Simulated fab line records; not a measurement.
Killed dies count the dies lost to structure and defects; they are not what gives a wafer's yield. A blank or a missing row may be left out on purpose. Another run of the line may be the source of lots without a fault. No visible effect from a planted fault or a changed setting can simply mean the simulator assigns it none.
Split-lot study	flow n5-finfet	21 wafers read across 7 lots, on a route 1938 steps long

SPLIT DETAILS
At N5_BEOL_M0_ETCH_128 (etches SiCN in CF4/N2, target depth 12 nm, overetch 5.1 nm, time 21.4 s), the setting source-w was moved away from the recipe's 430 W on 10 of the 21 wafers read, by -8.0% to +17.7%. This setting was run at the recipe's value on the other wafers.

Reading taken at the split's own step.

THE READING
rf-vpp-V, in V, at N5_BEOL_M0_ETCH_128 (etches SiCN in CF4/N2, target depth 12 nm, overetch 5.1 nm, time 21.4 s). Fault-free wafers of this fab line usually give 382.8 V, standard deviation 2.5 V.

wafer	tool, chamber at the split	source-w as run, W	against the recipe	rf-vpp-V, V	against lot-mates on the recipe
L074.2	rie-diel-05, 0	430	recipe	380.1	-
L074.5	rie-diel-05, 2	430	recipe	385.4	-
L074.6	rie-diel-05, 1	430	recipe	382.7	-
L077.1	rie-diel-03, 3	430	recipe	382.2	-
L077.3	rie-diel-03, 2	500.3	+16.3%	362.2	-20.0
L077.4	rie-diel-03, 0	500.3	+16.3%	361.1	-21.1
L079.3	rie-diel-05, 2	501.6	+16.7%	365.4	-19.4
L079.5	rie-diel-05, 3	430	recipe	384.8	-
L079.6	rie-diel-05, 0	501.6	+16.7%	360.0	-24.8
L080.2	rie-diel-05, 0	430	recipe	377.4	-
L080.3	rie-diel-05, 2	506.3	+17.7%	364.7	-12.7
L080.5	rie-diel-05, 2	506.3	+17.7%	366.9	-10.5
L090.4	rie-diel-03, 1	449.4	+4.5%	379.8	-4.9
L090.5	rie-diel-03, 3	430	recipe	382.9	-
L090.6	rie-diel-03, 0	430	recipe	386.6	-
L093.3	rie-diel-03, 3	395.7	-8.0%	393.4	+12.2
L093.5	rie-diel-03, 2	395.7	-8.0%	390.0	+8.8
L093.6	rie-diel-03, 3	430	recipe	381.2	-
L097.1	rie-diel-01, 0	430	recipe	380.1	-
L097.3	rie-diel-01, 3	430	recipe	385.1	-
L097.4	rie-diel-01, 1	485.5	+12.9%	365.5	-17.1

FIT RESULTS
A straight line over all 21 wafers: rf-vpp-V changes by -1.14 V for each +1% of source-w; r = -0.97; the points scatter about the line by 2.8 V.
The same after taking each lot's own level away (the mean of its wafers on the recipe; 21 wafers): -1.11 V for each +1%; r = -0.94; scatter 3.5 V.
Per that fit: largest source-w move, reading shift of 20 V.
The span of the lots' own levels, 377.40 to 384.80 V, comes to 3.0 times the standard deviation stated above.
The two slopes are in agreement: the lot-to-lot level therefore moves the slope only a little.
Check: -20.7 V against its lot-mates is what the line predicts for one of the wafers moved furthest among these (+17.7%) when that wafer is left out of the fit. It came out at -12.7 V against them.
Tool readings at the split's step, against how far the setting was moved: rf-vpp-V r = -0.97.

THESE WAFERS: OTHER SPLITS
Note: prior to the reading, these wafers also went through further splits. Each is held against what the fit with the lots' levels taken away leaves over:
other split on the same wafers	wafers away from the commonest value	r with rf-vpp-V (lot level and that fit taken away)
N5_SD_ACTIVATION_LSA_01 temp-c	6	+0.20
N5_HKMG_FIN_EXPOSE_09 dose-mj	9	-0.25
N5_HKMG_FIN_PEB_10 peb-time-s	8	+0.36
N5_GATE_CUT_COAT_34 spin-rpm	7	+0.19
N5_MOL_CONTACT_COAG_CONTACT_ETCH_14 source-w	10	+0.12
N5_MOL_CONTACT_COAG_EXPOSE_81 dose-mj	9	+0.17
N5_BEOL_M0_SAQP_SPACER1_ALD_98 ald-cycles	9	+0.28

THE FILE'S OWN FIT
rf-vpp-V changes by -1.11 V for each +1% of source-w, r = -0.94.
